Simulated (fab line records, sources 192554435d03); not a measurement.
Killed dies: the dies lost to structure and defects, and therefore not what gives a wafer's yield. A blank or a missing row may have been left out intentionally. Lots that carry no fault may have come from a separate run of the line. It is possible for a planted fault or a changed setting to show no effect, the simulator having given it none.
Split-lot study :: flow n5Finfet :: route with 1938 steps; 7 lots, 21 wafers read

THE SPLIT ITSELF
At N5_HKMG_FIN_EXPOSE_46 (exposes mask NDIPOLE), the setting doseMj was moved away from the recipe's 40 on 8 of the 21 wafers read, by -7.4% to +3.2%. This setting was run at the recipe's value on the other wafers.

FROM THE SPLIT TO THE READING: what the file shows between them, 2 steps
- N5_HKMG_FIN_PEB_47: peb time 60 s
- N5_HKMG_FIN_DEVELOP_48: develop time 30 s

THE READING
At N5_HKMG_FIN_CD_MEAS_49: cdNm in nanometres, against a target cd of 202 nm. A value of 201.8 nm with a standard deviation of 0.59 nm is what fault-free wafers of this fab line usually give.

wafer: L076.2
tool, chamber at the split: arfiScanner-02, 0
doseMj as run: 40
against the recipe: recipe
cdNm, nm: 202.8
against lot-mates on the recipe: -

wafer: L076.3
tool, chamber at the split: arfiScanner-02, 0
doseMj as run: 41.3
against the recipe: +3.2%
cdNm, nm: 203.8
against lot-mates on the recipe: +1.1

wafer: L076.4
tool, chamber at the split: arfiScanner-02, 0
doseMj as run: 40
against the recipe: recipe
cdNm, nm: 202.6
against lot-mates on the recipe: -

wafer: L078.2
tool, chamber at the split: arfiScanner-02, 0
doseMj as run: 40
against the recipe: recipe
cdNm, nm: 202.5
against lot-mates on the recipe: -

wafer: L078.3
tool, chamber at the split: arfiScanner-02, 0
doseMj as run: 40
against the recipe: recipe
cdNm, nm: 202.0
against lot-mates on the recipe: -

wafer: L078.5
tool, chamber at the split: arfiScanner-02, 0
doseMj as run: 40
against the recipe: recipe
cdNm, nm: 202.0
against lot-mates on the recipe: -

wafer: L080.1
tool, chamber at the split: arfiScanner-02, 0
doseMj as run: 37.95
against the recipe: -5.1%
cdNm, nm: 199.7
against lot-mates on the recipe: -2.5

wafer: L080.2
tool, chamber at the split: arfiScanner-02, 0
doseMj as run: 40
against the recipe: recipe
cdNm, nm: 202.2
against lot-mates on the recipe: -

wafer: L080.3
tool, chamber at the split: arfiScanner-02, 0
doseMj as run: 37.95
against the recipe: -5.1%
cdNm, nm: 199.9
against lot-mates on the recipe: -2.3

wafer: L083.1
tool, chamber at the split: arfiScanner-02, 0
doseMj as run: 37.05
against the recipe: -7.4%
cdNm, nm: 197.3
against lot-mates on the recipe: -4.5

wafer: L083.3
tool, chamber at the split: arfiScanner-02, 0
doseMj as run: 40
against the recipe: recipe
cdNm, nm: 201.8
against lot-mates on the recipe: -

wafer: L083.6
tool, chamber at the split: arfiScanner-02, 0
doseMj as run: 37.05
against the recipe: -7.4%
cdNm, nm: 196.6
against lot-mates on the recipe: -5.2

wafer: L084.2
tool, chamber at the split: arfiScanner-03, 0
doseMj as run: 40.91
against the recipe: +2.3%
cdNm, nm: 202.8
against lot-mates on the recipe: +1.2

wafer: L084.3
tool, chamber at the split: arfiScanner-03, 0
doseMj as run: 40.91
against the recipe: +2.3%
cdNm, nm: 203.2
against lot-mates on the recipe: +1.6

wafer: L084.4
tool, chamber at the split: arfiScanner-03, 0
doseMj as run: 40
against the recipe: recipe
cdNm, nm: 201.6
against lot-mates on the recipe: -

wafer: L086.2
tool, chamber at the split: arfiScanner-03, 0
doseMj as run: 40
against the recipe: recipe
cdNm, nm: 201.5
against lot-mates on the recipe: -

wafer: L086.4
tool, chamber at the split: arfiScanner-03, 0
doseMj as run: 40
against the recipe: recipe
cdNm, nm: 200.9
against lot-mates on the recipe: -

wafer: L086.6
tool, chamber at the split: arfiScanner-03, 0
doseMj as run: 38.11
against the recipe: -4.7%
cdNm, nm: 198.8
against lot-mates on the recipe: -2.4

wafer: L097.3
tool, chamber at the split: arfiScanner-03, 0
doseMj as run: 40
against the recipe: recipe
cdNm, nm: 202.7
against lot-mates on the recipe: -

wafer: L097.5
tool, chamber at the split: arfiScanner-03, 0
doseMj as run: 40
against the recipe: recipe
cdNm, nm: 202.1
against lot-mates on the recipe: -

wafer: L097.6
tool, chamber at the split: arfiScanner-03, 0
doseMj as run: 40
against the recipe: recipe
cdNm, nm: 202.5
against lot-mates on the recipe: -

FIT RESULTS
A straight line over all 21 wafers: cdNm changes by +0.602 nm for each +1% of doseMj; r = +0.95; the points scatter about the line by 0.6 nm.
The same after taking each lot's own level away (the mean of its wafers on the recipe; 21 wafers): +0.572 nm for each +1%; r = +0.98; scatter 0.39 nm.
According to that fit, moving doseMj by its largest amount changes the reading by 4.2 nm.
Measured against the standard deviation above, the lots' own levels, which go from 201.20 to 202.70 nm, span 2.5 times it.
So the lot-to-lot level changes the slope little: the two slopes agree.
Check: for one of the wafers moved furthest among these (-7.4%), held out of the fit, the line's prediction against its lot-mates is -4.14 nm. It came out at -4.5 nm against them.

THE WHOLE CHAIN: every reading that the file lists as answering this split, in the file's order
step: N5_HKMG_FIN_CD_MEAS_49
what it does: target cd 202 nm
reading: cdNm
change (the file's fit): +0.557 nm for each +1% of the setting
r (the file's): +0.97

step: N5_HKMG_FIN_ETCH_54
what it does: etches SiARC in CF4, target depth 45.5 nm, time 75.8 s
reading: HKMG_FIN.cdOffsetNm (the simulator's own value, which no gauge read)
change (the file's fit): +0.579 nm for each +1% of the setting
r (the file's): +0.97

step: N5_HKMG_FIN_ETCH_55
what it does: etches SOC in N2/H2, target depth 240 nm, time 300 s
reading: HKMG_FIN.cdOffsetNm (the simulator's own value, which no gauge read)
change (the file's fit): +0.571 nm for each +1% of the setting
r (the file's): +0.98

step: N5_HKMG_FIN_ETCH_58
what it does: etches SOC in N2/H2, target depth 215.8 nm, time 741 s
reading: HKMG_FIN.cdOffsetNm (the simulator's own value, which no gauge read)
change (the file's fit): +0.565 nm for each +1% of the setting
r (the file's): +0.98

FILE'S OWN FIT
cdNm changes by +0.557 nm for each +1% of doseMj, r = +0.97.
